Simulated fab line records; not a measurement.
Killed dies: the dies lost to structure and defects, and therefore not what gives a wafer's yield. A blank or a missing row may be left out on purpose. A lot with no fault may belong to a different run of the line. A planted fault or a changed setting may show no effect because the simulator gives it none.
fab line records :: flow n5-finfet
record
  lots=5
  wafers=12
  last-day=17
route steps=1938 shown BEOL_M11@1590 BEOL_M12@1602
lots that met no fault: from a run of the same line without faults
start-h: start of the lot's first displayed wafer, in hours after the record's first day :: wait-h: hours since the lot's step before :: " as in the row above :: L1.1+2: one row covering several wafers at once :: - no value present, or no start provided :: * or withheld: withheld :: < > ~ a bound
route shown NAME@n: NAME is a module with steps in the file, n the number in the route of the first one :: usual: mean/standard deviation taken from wafers without a fault :: same: alike in all rows :: chamber/n: place in a boat :: sites: readings site by site :: _std_site: their standard deviation :: _edge_site: outer sites' mean less inner sites' :: radius-mm: how far each site lies from the wafer's centre :: mask NAME#n: copy n :: behind: tool/chamber where the wafer was last shaped :: hold: the reason the lot was held/the length of the hold in hours/how it ended :: device: whichever transistor did not switch (one of n, p or np) :: end of line: at the end of the route, the tests of the same wafers :: where a step has no rows: the recipe by itself :: killed: not the wafer's yield, but the dies lost to structure and defects at the first sort :: map: a wafer's dies, marking killed ones x, the rest . and places with no die _
set.NAME: the setting the step ran with; set.NAME@STEP: the setting that earlier step ran with :: model.NAME: the simulator's own value behind a step, which no gauge read
a table for each step, a row for each wafer; lots at some steps of the route
services: when a tool's chamber went out of use (start-h, in hours from the record's first day, below 0 if earlier), for how many hours, and the reason
## steps
# step N5_BEOL_M11_ALD_74
# recipe
  material=TaN
  target-thk-a=20
  temp-c=275
  ald-precursor-family=PDMAT
  ald-co-reactant=NH3
  pressure-torr=3
  carrier-flow-sccm=1500
  pulse-time-s=2
  purge-time-s=3
  co-reactant-purge-time-s=2
  co-reactant-pulse-time-s=3
  ald-cycles=40
  precursor-vessel-temp-c=75
  precursor-vessel-pressure-torr=26.25
  precursor-vessel-carrier-sccm=1000
# step N5_BEOL_M11_SURFACE_TREAT_76
# recipe
  gas=Ar
  time-s=*
  ion-energy-ev=*
  ion-current-ma-cm2=0.5
  pressure-mtorr=*
  ar-flow-sccm=30
# step N5_BEOL_M11_CVD_75
# recipe
  material=Co
  target-thk-a=20
  temp-c=withheld
  precursor=CCTBA/H2
  pressure-torr=30
  time-s=138.9
# step N5_BEOL_M11_SPUTTER_48
# recipe
  material=Cu
  target-thk-a=120
  temp-c=-20
  bias-v=60
  power-w=26000
  chamber-pressure-pa=0.13
  time-s=2
# step N5_BEOL_M11_ECD_50
# recipe
  material=Cu
  target-thk-a=3180
# step N5_BEOL_M11_ANNEAL_51
# recipe
  temp-c=225
  time-s=90
  ambient=N2
# step N5_BEOL_M11_CMP_52
# recipe
  stop-on=SiCOH_lowk
  t-overpolish-s=7
  down-force-psi=1
  platen-rpm=50
  clearing-platen-down-force-psi=1.5
  clearing-platen-rpm=50
  post-cmp-clean=cu-alkaline
  target-thk-nm=140
  clearing-platen-pad-velocity-m-s=0.99484
  pad-velocity-m-s=0.99484
# step N5_BEOL_M11_PRE_CLEAN_55
# recipe
  gas=NH3
  time-s=15
  temp-c=withheld
  rf-power-w=300
# step N5_BEOL_M11_DEP_56
# recipe
  material=SiCN
  target-thk-a=300
  temp-c=withheld
  precursor=3MS/NH3
  pressure-torr=3
  rf-w=675
  time-s=10.5
# step N5_BEOL_M12_ILD_DEP_00
# recipe
  material=SiOC
  target-thk-a=6589.2
  temp-c=350
  precursor=DEMS/O2
  pressure-torr=5
  rf-w=500
  time-s=130.7
# usual
  heater-power-w=476/67
  showerhead-plenum-p-Torr=5.696/0.017
  throttle-valve-pct=12.0/0.43
lot.wafer: L516.2
tool: pecvd-03
chamber: 0
start-h: 298.06
wait-h: 0.0
heater-power-w: 460
showerhead-plenum-p-Torr: 5.687
throttle-valve-pct: 11.8
model.SiOC_of_BEOL_M12_ILD_DEP_00.thk-nm: 654.2

lot.wafer: L516.3
tool: pecvd-03
chamber: 1
start-h: 298.06
wait-h: 0.0
heater-power-w: 530
showerhead-plenum-p-Torr: 5.669
throttle-valve-pct: 12.7
model.SiOC_of_BEOL_M12_ILD_DEP_00.thk-nm: 655

lot.wafer: L516.6
tool: pecvd-03
chamber: 1
start-h: 298.06
wait-h: 0.0
heater-power-w: 415
showerhead-plenum-p-Torr: 5.679
throttle-valve-pct: 12.6
model.SiOC_of_BEOL_M12_ILD_DEP_00.thk-nm: 667

lot.wafer: L522.1
tool: pecvd-03
chamber: 0
start-h: 306.89
wait-h: 0.0
heater-power-w: 394
showerhead-plenum-p-Torr: 5.707
throttle-valve-pct: 12.0
model.SiOC_of_BEOL_M12_ILD_DEP_00.thk-nm: 655.8

lot.wafer: L522.3
tool: pecvd-03
chamber: 2
start-h: 306.89
wait-h: 0.0
heater-power-w: 365
showerhead-plenum-p-Torr: 5.706
throttle-valve-pct: 11.4
model.SiOC_of_BEOL_M12_ILD_DEP_00.thk-nm: 721.6

lot.wafer: L522.5
tool: pecvd-03
chamber: 2
start-h: 306.89
wait-h: 0.0
heater-power-w: 399
showerhead-plenum-p-Torr: 5.696
throttle-valve-pct: 11.6
model.SiOC_of_BEOL_M12_ILD_DEP_00.thk-nm: 652.8

lot.wafer: L523.3
tool: pecvd-03
chamber: 1
start-h: 323.29
wait-h: 0.0
heater-power-w: 498
showerhead-plenum-p-Torr: 5.660
throttle-valve-pct: 12.4
model.SiOC_of_BEOL_M12_ILD_DEP_00.thk-nm: 731.6

lot.wafer: L523.4
tool: pecvd-03
chamber: 1
start-h: 323.29
wait-h: 0.0
heater-power-w: 525
showerhead-plenum-p-Torr: 5.679
throttle-valve-pct: 12.2
model.SiOC_of_BEOL_M12_ILD_DEP_00.thk-nm: 659

lot.wafer: L524.3
tool: pecvd-03
chamber: 0
start-h: 325.10
wait-h: 0.0
heater-power-w: 439
showerhead-plenum-p-Torr: 5.692
throttle-valve-pct: 12.1
model.SiOC_of_BEOL_M12_ILD_DEP_00.thk-nm: 729

lot.wafer: L524.4
tool: pecvd-03
chamber: 0
start-h: 325.10
wait-h: 0.0
heater-power-w: 444
showerhead-plenum-p-Torr: 5.693
throttle-valve-pct: 11.9
model.SiOC_of_BEOL_M12_ILD_DEP_00.thk-nm: 664.4

lot.wafer: L533.1
tool: pecvd-04
chamber: 1
start-h: 377.35
wait-h: 0.0
heater-power-w: 397
showerhead-plenum-p-Torr: 5.713
throttle-valve-pct: 12.9
model.SiOC_of_BEOL_M12_ILD_DEP_00.thk-nm: 652

lot.wafer: L533.5
tool: pecvd-04
chamber: 1
start-h: 377.35
wait-h: 0.0
heater-power-w: 424
showerhead-plenum-p-Torr: 5.696
throttle-valve-pct: 12.7
model.SiOC_of_BEOL_M12_ILD_DEP_00.thk-nm: 664.8
# step N5_BEOL_M12_THK_MEAS_01
# recipe
  reads=SiOC_of_BEOL_M12_ILD_DEP_00
# usual
  M12_ILD_THK=656/8.4
lot.wafer: L516.2
tool: film-metro-02
chamber: -
start-h: 298.19
wait-h: 0.1
M12_ILD_THK[nm]: 654

lot.wafer: L516.3
tool: film-metro-02
chamber: -
start-h: 298.19
wait-h: 0.1
M12_ILD_THK[nm]: 655

lot.wafer: L516.6
tool: film-metro-02
chamber: -
start-h: 298.19
wait-h: 0.1
M12_ILD_THK[nm]: 667

lot.wafer: L522.1
tool: film-metro-02
chamber: -
start-h: 307.03
wait-h: 0.1
M12_ILD_THK[nm]: 656

lot.wafer: L522.3
tool: film-metro-02
chamber: -
start-h: 307.03
wait-h: 0.1
M12_ILD_THK[nm]: 721

lot.wafer: L522.5
tool: film-metro-02
chamber: -
start-h: 307.03
wait-h: 0.1
M12_ILD_THK[nm]: 653

lot.wafer: L523.3
tool: film-metro-02
chamber: -
start-h: 323.42
wait-h: 0.1
M12_ILD_THK[nm]: 732

lot.wafer: L523.4
tool: film-metro-02
chamber: -
start-h: 323.42
wait-h: 0.1
M12_ILD_THK[nm]: 659

lot.wafer: L524.3
tool: film-metro-01
chamber: -
start-h: 325.23
wait-h: 0.1
M12_ILD_THK[nm]: 729

lot.wafer: L524.4
tool: film-metro-01
chamber: -
start-h: 325.23
wait-h: 0.1
M12_ILD_THK[nm]: 664

lot.wafer: L533.1
tool: film-metro-02
chamber: -
start-h: 377.49
wait-h: 0.1
M12_ILD_THK[nm]: 652

lot.wafer: L533.5
tool: film-metro-02
chamber: -
start-h: 377.49
wait-h: 0.1
M12_ILD_THK[nm]: 665
# step N5_BEOL_M12_COAT_58
# recipe
  resist=BARC
  temp-c=205
  time-s=60
  spin-rpm=1500
  resist-thk-nm=89
# step N5_BEOL_M12_COAT_04
# recipe
  spin-rpm=1625
  resist-thk-nm=400
# step N5_BEOL_M12_EBR_06
# recipe
  solvent=PGMEA
  ebr-width-mm=1.5
# step N5_BEOL_M12_SOFTBAKE_05
# recipe
  temp-c=130
  time-s=60
# step N5_BEOL_M12_EXPOSE_07
# recipe
  mask-id=V11
  na=0.93
  source-shape=conventional
  sigma-outer=0.6
  polarization=unpolarized
  attpsm-phase-deg=180
  dose-mj=32.5
# step N5_BEOL_M12_PEB_08
# recipe
  peb-temp-c=130
  peb-time-s=90
# step N5_BEOL_M12_DEVELOP_09
# recipe
  develop-time-s=45
  rinse-liquid=diw
  dry=air-spin
  dev-temp-c=21
# step N5_BEOL_M12_HARDBAKE_14
# recipe
  temp-c=130
  time-s=120
# step N5_BEOL_M12_DESCUM_15
# recipe
  chemistry=O2
  time-s=7.9
  source-power-w=50
  bias-power-w=20
  pressure-mtorr=20
  rf-frequency-hz=2.712e+07
  temp-c=40
  o2-flow-sccm=225
# step N5_BEOL_M12_ETCH_59
# recipe
  chemistry=N2/H2
  target=BARC
  target-depth-a=890
  overetch-a=267
  time-s=67.9
  ion-energy-ev=200
  pressure-mtorr=30
  source-w=840
  bias-w=150
  n2-flow-sccm=200
  h2-flow-sccm=200
# step N5_BEOL_M12_VIA_ETCH_16
# recipe
  chemistry=C4F8/O2/Ar
  target=SiOC
  pressure-mtorr=30
  source-w=3000
  bias-w=700
  Ar_flow_sccm=400
  C4F8_flow_sccm=15
  O2_flow_sccm=8
  he-inner-torr=15
  he-outer-torr=30
  target-depth-a=7248
  time-s=withheld
  ion-energy-ev=250
  ends=cleared
# usual
  bias-w=699.9/2.2
  drypump-motor-current-A=5.7/0.42
  oes-product-au=0.76/0.07
  rf-vpp-V=666.6/2.6
  showerhead-plenum-p-Torr=3.45/0.09
  throttle-valve-pct=24.11/0.21
lot.wafer: L516.2
tool: rie-diel-06
chamber: 3
start-h: 298.80
wait-h: 0.0
bias-w: 700.8
drypump-motor-current-A: 5.7
oes-product-au: 0.75
rf-vpp-V: 668.1
showerhead-plenum-p-Torr: 3.44
throttle-valve-pct: 23.81
model.etch.depth-nm: 654.2
model.coat_of_BEOL_M12_COAT_04.thk-nm: 121.8

lot.wafer: L516.3
tool: rie-diel-06
chamber: 1
start-h: 298.80
wait-h: 0.0
bias-w: 700.1
drypump-motor-current-A: 6.5
oes-product-au: 0.80
rf-vpp-V: 667.5
showerhead-plenum-p-Torr: 3.49
throttle-valve-pct: 23.89
model.etch.depth-nm: 655
model.coat_of_BEOL_M12_COAT_04.thk-nm: 120.6

lot.wafer: L516.6
tool: rie-diel-06
chamber: 3
start-h: 298.80
wait-h: 0.0
bias-w: 697.2
drypump-motor-current-A: 5.7
oes-product-au: 0.74
rf-vpp-V: 667.3
showerhead-plenum-p-Torr: 3.44
throttle-valve-pct: 23.83
model.etch.depth-nm: 666.9
model.coat_of_BEOL_M12_COAT_04.thk-nm: 119

lot.wafer: L522.1
tool: rie-diel-04
chamber: 3
start-h: 307.63
wait-h: 0.0
bias-w: 697.0
drypump-motor-current-A: 5.3
oes-product-au: 0.85
rf-vpp-V: 663.8
showerhead-plenum-p-Torr: 3.35
throttle-valve-pct: 24.17
model.etch.depth-nm: 655.9
model.coat_of_BEOL_M12_COAT_04.thk-nm: 120.4

lot.wafer: L522.3
tool: rie-diel-04
chamber: 2
start-h: 307.63
wait-h: 0.0
bias-w: 697.8
drypump-motor-current-A: 5.8
oes-product-au: 0.70
rf-vpp-V: 669.7
showerhead-plenum-p-Torr: 3.54
throttle-valve-pct: 24.29
model.etch.depth-nm: 721.7
model.coat_of_BEOL_M12_COAT_04.thk-nm: 107.2

lot.wafer: L522.5
tool: rie-diel-04
chamber: 2
start-h: 307.63
wait-h: 0.0
bias-w: 698.6
drypump-motor-current-A: 5.8
oes-product-au: 0.71
rf-vpp-V: 669.2
showerhead-plenum-p-Torr: 3.54
throttle-valve-pct: 24.27
model.etch.depth-nm: 652.8
model.coat_of_BEOL_M12_COAT_04.thk-nm: 124.4

lot.wafer: L523.3
tool: rie-diel-04
chamber: 0
start-h: 323.90
wait-h: 0.0
bias-w: 699.7
drypump-motor-current-A: 5.3
oes-product-au: 0.77
rf-vpp-V: 667.5
showerhead-plenum-p-Torr: 3.49
throttle-valve-pct: 24.28
model.etch.depth-nm: 731.7
model.coat_of_BEOL_M12_COAT_04.thk-nm: 100.2

lot.wafer: L523.4
tool: rie-diel-04
chamber: 1
start-h: 323.90
wait-h: 0.0
bias-w: 699.7
drypump-motor-current-A: 5.4
oes-product-au: 0.82
rf-vpp-V: 668.0
showerhead-plenum-p-Torr: 3.45
throttle-valve-pct: 23.91
model.etch.depth-nm: 659
model.coat_of_BEOL_M12_COAT_04.thk-nm: 121.2

lot.wafer: L524.3
tool: rie-diel-06
chamber: 3
start-h: 325.78
wait-h: 0.0
bias-w: 702.2
drypump-motor-current-A: 5.7
oes-product-au: 0.73
rf-vpp-V: 667.3
showerhead-plenum-p-Torr: 3.44
throttle-valve-pct: 23.83
model.etch.depth-nm: 728.9
model.coat_of_BEOL_M12_COAT_04.thk-nm: 100

lot.wafer: L524.4
tool: rie-diel-06
chamber: 1
start-h: 325.78
wait-h: 0.0
bias-w: 702.4
drypump-motor-current-A: 6.5
oes-product-au: 0.79
rf-vpp-V: 667.0
showerhead-plenum-p-Torr: 3.48
throttle-valve-pct: 23.91
model.etch.depth-nm: 664.4
model.coat_of_BEOL_M12_COAT_04.thk-nm: 118

lot.wafer: L533.1
tool: rie-diel-04
chamber: 2
start-h: 378.09
wait-h: 0.0
bias-w: 703.8
drypump-motor-current-A: 5.9
oes-product-au: 0.67
rf-vpp-V: 668.9
showerhead-plenum-p-Torr: 3.52
throttle-valve-pct: 24.34
model.etch.depth-nm: 652
model.coat_of_BEOL_M12_COAT_04.thk-nm: 124.2

lot.wafer: L533.5
tool: rie-diel-04
chamber: 0
start-h: 378.09
wait-h: 0.0
bias-w: 700.2
drypump-motor-current-A: 5.3
oes-product-au: 0.75
rf-vpp-V: 667.0
showerhead-plenum-p-Torr: 3.48
throttle-valve-pct: 24.29
model.etch.depth-nm: 664.9
model.coat_of_BEOL_M12_COAT_04.thk-nm: 116.6
# step N5_BEOL_M12_STRIP_63
# recipe
  chemistry=N2/H2
  power-w=1000
  temp-c=250
  h2-frac=0.65
  overash-fraction=0.3
  pressure-mtorr=1000
  n2-flow-sccm=1750
  h2-flow-sccm=3250
# usual
  drypump-motor-current-A=5.7/0.51
  h2-flow-sccm=3251/10
  heater-power-w=347/19
  oes-product-au=0.693/0.0045
  strip-time-to-endpoint-s=42.6/0.98
lot.wafer: L516.2
tool: plasma-asher-02
chamber: 1
start-h: 299.00
wait-h: -
drypump-motor-current-A: 5.5
h2-flow-sccm: 3255
heater-power-w: 348
oes-product-au: 0.691
rf-hours-counter-h: 124
strip-time-to-endpoint-s: 42.1

lot.wafer: L516.3
tool: plasma-asher-02
chamber: 1
start-h: 299.00
wait-h: -
drypump-motor-current-A: 5.5
h2-flow-sccm: 3260
heater-power-w: 346
oes-product-au: 0.691
rf-hours-counter-h: -
strip-time-to-endpoint-s: 41.9

lot.wafer: L516.6
tool: plasma-asher-02
chamber: 0
start-h: 299.00
wait-h: -
drypump-motor-current-A: 5.8
h2-flow-sccm: 3257
heater-power-w: 326
oes-product-au: 0.690
rf-hours-counter-h: -
strip-time-to-endpoint-s: 41.4

lot.wafer: L522.1
tool: plasma-asher-01
chamber: 0
start-h: 307.83
wait-h: -
drypump-motor-current-A: 5.1
h2-flow-sccm: 3242
heater-power-w: 372
oes-product-au: 0.696
rf-hours-counter-h: 90
strip-time-to-endpoint-s: 41.8

lot.wafer: L522.3
tool: plasma-asher-01
chamber: 0
start-h: 307.83
wait-h: -
drypump-motor-current-A: 5.1
h2-flow-sccm: 3248
heater-power-w: 376
oes-product-au: 0.690
rf-hours-counter-h: -
strip-time-to-endpoint-s: 38.2

lot.wafer: L522.5
tool: plasma-asher-01
chamber: 1
start-h: 307.83
wait-h: -
drypump-motor-current-A: 6.4
h2-flow-sccm: 3267
heater-power-w: 338
oes-product-au: 0.693
rf-hours-counter-h: -
strip-time-to-endpoint-s: 42.9

lot.wafer: L523.3
tool: plasma-asher-01
chamber: 1
start-h: 324.12
wait-h: -
drypump-motor-current-A: 6.4
h2-flow-sccm: 3256
heater-power-w: 334
oes-product-au: 0.687
rf-hours-counter-h: -
strip-time-to-endpoint-s: 36.3

lot.wafer: L523.4
tool: plasma-asher-01
chamber: 0
start-h: 324.12
wait-h: -
drypump-motor-current-A: 5.1
h2-flow-sccm: 3249
heater-power-w: 374
oes-product-au: 0.695
rf-hours-counter-h: -
strip-time-to-endpoint-s: 42.0

lot.wafer: L524.3
tool: plasma-asher-01
chamber: 1
start-h: 326.00
wait-h: -
drypump-motor-current-A: 6.4
h2-flow-sccm: 3237
heater-power-w: 334
oes-product-au: 0.686
rf-hours-counter-h: -
strip-time-to-endpoint-s: 36.2

lot.wafer: L524.4
tool: plasma-asher-01
chamber: 0
start-h: 326.00
wait-h: -
drypump-motor-current-A: 5.1
h2-flow-sccm: 3255
heater-power-w: 377
oes-product-au: 0.689
rf-hours-counter-h: -
strip-time-to-endpoint-s: 41.1

lot.wafer: L533.1
tool: plasma-asher-02
chamber: 0
start-h: 378.29
wait-h: -
drypump-motor-current-A: 5.8
h2-flow-sccm: 3262
heater-power-w: 328
oes-product-au: 0.690
rf-hours-counter-h: 138
strip-time-to-endpoint-s: 42.8

lot.wafer: L533.5
tool: plasma-asher-02
chamber: 1
start-h: 378.29
wait-h: -
drypump-motor-current-A: 5.5
h2-flow-sccm: 3251
heater-power-w: 336
oes-product-au: 0.688
rf-hours-counter-h: -
strip-time-to-endpoint-s: 40.8
# step N5_BEOL_M12_STRIP_64
# recipe
  chemistry=N2/H2
  power-w=1000
  temp-c=250
  h2-frac=0.65
  overash-fraction=0.3
  pressure-mtorr=withheld
  n2-flow-sccm=1750
  h2-flow-sccm=3250
# step N5_BEOL_M12_STRIP_71
# recipe
  chemistry=post-etch-residue-remover
  time-s=60
  temp-c=25
  remover-ph=withheld
  remover-water-wt-pct=withheld
  remover-fluoride-wt-pct=withheld
# step N5_BEOL_M12_SRD_72
# recipe
  time-s=30
  temp-c=23
  rinse-liquid=diw
  dry=n2-spin
  spin-rpm=1500
  dry-time-s=30
# step N5_BEOL_M12_COAT_65
# recipe
  resist=SOC
  temp-c=250
  time-s=60
  spin-rpm=1500
  resist-thk-nm=300
# step N5_BEOL_M12_COAT_66
# recipe
  resist=SiARC
  temp-c=220
  time-s=60
  spin-rpm=1500
  resist-thk-nm=110
# step N5_BEOL_M12_COAT_22
# recipe
  spin-rpm=2888
  resist-thk-nm=300
# step N5_BEOL_M12_EBR_24
# recipe
  solvent=PGMEA
  ebr-width-mm=1.5
# step N5_BEOL_M12_SOFTBAKE_23
# recipe
  temp-c=130
  time-s=60
# step N5_BEOL_M12_EXPOSE_25
# recipe
  mask-id=M12
  na=0.93
  source-shape=conventional
  sigma-outer=0.4
  polarization=unpolarized
  dose-mj=21.8
# step N5_BEOL_M12_PEB_26
# recipe
  peb-temp-c=130
  peb-time-s=90
# step N5_BEOL_M12_DEVELOP_27
# recipe
  develop-time-s=45
  rinse-liquid=diw
  dry=air-spin
  dev-temp-c=21
# step N5_BEOL_M12_HARDBAKE_32
# recipe
  temp-c=130
  time-s=120
# step N5_BEOL_M12_CMP_49
# recipe
  stop-on=SiOC
  t-overpolish-s=20.6
  down-force-psi=1
  platen-rpm=50
  clearing-platen-down-force-psi=1.5
  clearing-platen-rpm=50
  post-cmp-clean=cu-alkaline
  target-thk-nm=320
  clearing-platen-pad-velocity-m-s=0.99484
  pad-velocity-m-s=0.99484
# usual
  motor-current-A=6.0/0.72
  platen-rpm=50.00/0.033
lot.wafer: L516.3
tool: cmp-01
chamber: 3
start-h: 302.54
wait-h: 0.2
motor-current-A: 5.2
platen-rpm: 50.07
model.SiOC_of_BEOL_M12_ILD_DEP_00.thk-nm: 594.8

lot.wafer: L516.2
tool: cmp-01
chamber: 0
start-h: 302.54
wait-h: 0.2
motor-current-A: 5.6
platen-rpm: 50.00
model.SiOC_of_BEOL_M12_ILD_DEP_00.thk-nm: 593.4

lot.wafer: L516.6
tool: cmp-01
chamber: 1
start-h: 302.54
wait-h: 0.2
motor-current-A: 7.9
platen-rpm: 50.00
model.SiOC_of_BEOL_M12_ILD_DEP_00.thk-nm: 606.8

lot.wafer: L522.1
tool: cmp-01
chamber: 0
start-h: 311.21
wait-h: 0.3
motor-current-A: 5.6
platen-rpm: 50.06
model.SiOC_of_BEOL_M12_ILD_DEP_00.thk-nm: 594

lot.wafer: L522.3
tool: cmp-01
chamber: 1
start-h: 311.21
wait-h: 0.3
motor-current-A: 7.2
platen-rpm: 49.98
model.SiOC_of_BEOL_M12_ILD_DEP_00.thk-nm: 662.2

lot.wafer: L522.5
tool: cmp-01
chamber: 1
start-h: 311.21
wait-h: 0.3
motor-current-A: 6.8
platen-rpm: 50.04
model.SiOC_of_BEOL_M12_ILD_DEP_00.thk-nm: 593.8

lot.wafer: L523.3
tool: cmp-03
chamber: 2
start-h: 332.52
wait-h: 0.2
motor-current-A: 7.0
platen-rpm: 49.99
model.SiOC_of_BEOL_M12_ILD_DEP_00.thk-nm: 673.8

lot.wafer: L523.4
tool: cmp-03
chamber: 3
start-h: 332.52
wait-h: 0.2
motor-current-A: 5.5
platen-rpm: 49.94
model.SiOC_of_BEOL_M12_ILD_DEP_00.thk-nm: 599.2

lot.wafer: L524.4
tool: cmp-01
chamber: 1
start-h: 332.61
wait-h: 0.1
motor-current-A: 7.1
platen-rpm: 50.05
model.SiOC_of_BEOL_M12_ILD_DEP_00.thk-nm: 604.2

lot.wafer: L524.3
tool: cmp-01
chamber: 3
start-h: 332.61
wait-h: 0.1
motor-current-A: 4.9
platen-rpm: 49.96
model.SiOC_of_BEOL_M12_ILD_DEP_00.thk-nm: 672.6

lot.wafer: L533.1
tool: cmp-03
chamber: 1
start-h: 385.30
wait-h: 0.3
motor-current-A: 5.3
platen-rpm: 50.02
model.SiOC_of_BEOL_M12_ILD_DEP_00.thk-nm: 591.6

lot.wafer: L533.5
tool: cmp-03
chamber: 3
start-h: 385.30
wait-h: 0.3
motor-current-A: 5.5
platen-rpm: 50.04
model.SiOC_of_BEOL_M12_ILD_DEP_00.thk-nm: 604.2
## services
tool: rie-diel-06
chamber: 2
start-h: 275.94
hours: 2.5
kind: repair

tool: cmp-01
chamber: -
start-h: 278.70
hours: 4.0
kind: pm

tool: cmp-01
chamber: -
start-h: 282.70
hours: -
kind: consumable-replace:conditioner

tool: cmp-01
chamber: -
start-h: 282.70
hours: -
kind: consumable-replace:pad

tool: cmp-01
chamber: -
start-h: 284.29
hours: 0.9
kind: repair

tool: rie-diel-06
chamber: 0
start-h: 300.33
hours: -
kind: clean

tool: rie-diel-06
chamber: 0
start-h: 300.33
hours: -
kind: consumable-replace:focus-ring

tool: rie-diel-06
chamber: 0
start-h: 300.33
hours: -
kind: consumable-replace:showerhead

tool: pecvd-04
chamber: 0
start-h: 316.97
hours: 5.5
kind: scheduled-down

tool: plasma-asher-02
chamber: -
start-h: 346.46
hours: 2.8
kind: pm

tool: pecvd-04
chamber: -
start-h: 372.50
hours: 1.2
kind: repair

tool: pecvd-04
chamber: 1
start-h: 383.62
hours: -
kind: clean

tool: pecvd-04
chamber: 1
start-h: 383.62
hours: -
kind: consumable-replace:showerhead

tool: pecvd-04
chamber: 1
start-h: 383.62
hours: 29.0
kind: scheduled-down

tool: pecvd-04
chamber: 1
start-h: 383.62
hours: 29.0
kind: vent-cycle
## key
first-sign
  step=N5_BEOL_M12_THK_MEAS_01
  reading=M12_ILD_THK
  direction=up
  sigmas=8.5
  usual=656
  struck=727
effect
  step=N5_BEOL_M12_STRIP_63
  reading=strip-time-to-endpoint-s
  direction=down
  sigmas=5.8
  usual=*
  struck=*
model-effect
  step=N5_BEOL_M12_ILD_DEP_00
  value=SiOC_of_BEOL_M12_ILD_DEP_00.thk-nm
  without=651.3
  struck=727.4
model-effect
  step=N5_BEOL_M12_VIA_ETCH_16
  value=etch.depth-nm
  without=651.3
  struck=727.4
model-effect
  step=N5_BEOL_M12_CMP_49
  value=SiOC_of_BEOL_M12_ILD_DEP_00.thk-nm
  without=593.5
  struck=669.5
met-at N5_BEOL_M12_ILD_DEP_00
struck-wafers L522.3,L523.3,L524.3
onset-between 298.06 306.89
fault
  kind=process-parameter-drift
  tool=pecvd-03
  chamber=-
  onset-h=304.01
  steps=N5_BEOL_M12_ILD_DEP_00
  channel=target-thk-a
  offset=*
  shape=step
  end-h=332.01
  scope=struck-wafers-only
  acts-in=*
  stated=*
